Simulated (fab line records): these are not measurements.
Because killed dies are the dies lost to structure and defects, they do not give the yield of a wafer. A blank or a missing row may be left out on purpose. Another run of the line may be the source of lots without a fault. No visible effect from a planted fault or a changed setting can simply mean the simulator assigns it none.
Split-lot trial    flow n5-finfet    7 lots, 21 wafers read, on a route of 1938 steps

ABOUT THE SPLIT
At N5_PASSIVATION_EXPOSE_07 (exposes mask TV, defocus 0 nm, target cd 3000 nm), the setting dose-mj was moved away from the recipe's 22.75 on 6 of the 21 wafers read, by -5.2% to +2.5%. For the rest of the wafers, this setting stayed at what the recipe calls for.

FROM THE SPLIT TO THE READING: what the file shows between them, 3 steps
- N5_PASSIVATION_PEB_08
- N5_PASSIVATION_DEVELOP_09: develop time 60 s
- N5_PASSIVATION_HARDBAKE_11: time 120 s

THE READING
cd-nm at N5_PASSIVATION_CD_MEAS_10, given in nm (cd target 3000 nm). On this fab line, fault-free wafers typically give 3000.9 nm with a standard deviation of 2.1 nm.

wafer   tool, chamber at the split  dose-mj as run  against the recipe  cd-nm, nm  against lot-mates on the recipe
L076.1  krf-scanner-02, 0           22.75           recipe              3002.7     -
L076.4  krf-scanner-02, 0           21.89           -3.8%               2996.0     -7.7
L076.5  krf-scanner-02, 0           22.75           recipe              3004.7     -
L079.3  krf-scanner-02, 0           22.75           recipe              2999.0     -
L079.4  krf-scanner-02, 0           23.31           +2.5%               3006.4     +7.4
L079.5  krf-scanner-02, 0           23.31           +2.5%               3003.6     +4.6
L077.1  krf-scanner-01, 0           22.75           recipe              2999.7     -
L077.2  krf-scanner-01, 0           22.75           recipe              3002.1     -
L077.4  krf-scanner-01, 0           22.75           recipe              2995.2     -
L091.3  krf-scanner-01, 0           22.75           recipe              3003.4     -
L091.5  krf-scanner-01, 0           22.75           recipe              3000.4     -
L091.6  krf-scanner-01, 0           22.75           recipe              3003.5     -
L089.2  krf-scanner-02, 0           21.61           -5.0%               2992.0     -10.6
L089.3  krf-scanner-02, 0           22.75           recipe              3002.8     -
L089.6  krf-scanner-02, 0           22.75           recipe              3002.4     -
L090.1  krf-scanner-01, 0           22.75           recipe              2999.6     -
L090.4  krf-scanner-01, 0           21.56           -5.2%               2985.2     -14.4
L090.5  krf-scanner-01, 0           21.56           -5.2%               2989.2     -10.4
L093.1  krf-scanner-01, 0           22.75           recipe              3004.3     -
L093.2  krf-scanner-01, 0           22.75           recipe              3000.2     -
L093.3  krf-scanner-01, 0           22.75           recipe              3001.2     -

THE FIT
A straight line over all 21 wafers: cd-nm changes by +2.17 nm for each +1% of dose-mj; r = +0.88; the points scatter about the line by 2.6 nm.
The same after taking each lot's own level away (the mean of its wafers on the recipe; 21 wafers): +2.28 nm for each +1%; r = +0.95; scatter 1.7 nm.
On that fit, the largest move of dose-mj shifts the reading by 12 nm.
Measured against the standard deviation above, the lots' own levels, which go from 2999.00 to 3003.70 nm, span 2.2 times it.
So the lot-to-lot level changes the slope little: the two slopes agree.
Check: for one of the wafers moved furthest among these (-5.2%), held out of the fit, the line's prediction against its lot-mates is -11 nm. It came out at -14.4 nm against them.

OTHER SPLITS APPLIED TO THESE WAFERS
Other splits were also applied to these wafers ahead of the reading. Each is held against what the fit with the lots' levels taken away leaves over:
other split on the same wafers     wafers away from the commonest value  r with cd-nm (lot level and that fit taken away)
N5_BEOL_M15_ILD_DEP_00 time-s      4                                     +0.14
N5_BEOL_M15_EXPOSE_07 dose-mj      3                                     -0.10
N5_BEOL_M15_TRENCH_ETCH_34 time-s  6                                     +0.20
N5_BEOL_M15_SPUTTER_44 time-s      7                                     -0.42

FILE'S OWN FIT
cd-nm changes by +2.23 nm for each +1% of dose-mj, r = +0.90.
